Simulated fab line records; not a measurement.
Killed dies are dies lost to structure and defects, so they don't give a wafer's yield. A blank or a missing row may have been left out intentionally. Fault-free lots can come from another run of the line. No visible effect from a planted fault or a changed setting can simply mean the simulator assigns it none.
Matching of chambers	flow n5Finfet	N5_BEOL_M0_SAQP_ETCH_106 on rieDiel-01 has 4 sister chambers
The step etches SOC in N2/H2, stops on SiNx, target depth 150 nm. 8 wafers are shown with their chamber, then 11 later ones without.

## WAFERS, EACH WITH ITS CHAMBER
wafer	chamber	drypumpMotorCurrentA (A)	throttleValvePct (%)
L082.3	2	6.1	17.45
L082.5	0	4.7	17.52
L090.2	3	6.4	17.66
L090.3	0	4.8	17.54
L090.5	2	6.2	17.48
L089.4	3	6.4	17.64
L089.5	1	5.2	18.18
L091.2	1	5.2	18.16

## WAFERS WITH NO CHAMBER GIVEN
wafer	drypumpMotorCurrentA (A)	throttleValvePct (%)
L091.3	6.4	17.66
L091.6	6.1	17.49
L093.3	5.2	18.19
L093.4	6.2	17.51
L093.6	4.8	17.55
L094.1	5.2	18.18
L094.5	6.1	17.49
L094.6	5.2	18.18
L097.3	6.4	17.67
L097.5	6.4	17.67
L097.6	6.1	17.51

## THE CHAMBER EACH PASSED THROUGH
wafer	from the rows above	in truth
L091.3	3	3
L091.6	2	2
L093.3	1	1
L093.4	2	2
L093.6	0	0
L094.1	1	1
L094.5	2	2
L094.6	1	1
L097.3	3	3
L097.5	3	3
L097.6	2	2
11 of 11 placed correctly. Can't be placed from these rows: 0. Placed wrongly: 0.
How it was worked out, from the rows above alone: a wafer's distance from a chamber is the root of the sum, over the readings, of the square of ((its reading less the chamber's mean) divided by the reading's scatter). If the next closest chamber is less than 2 further off than the closest, the wafer can't be placed; otherwise it belongs to the closest. For every chamber, the mean is computed from those of its wafers that are shown. The scatter is the square root of a quotient: the sum, over the shown wafers, of each reading's squared deviation from its chamber's mean, divided by wafers minus chambers.
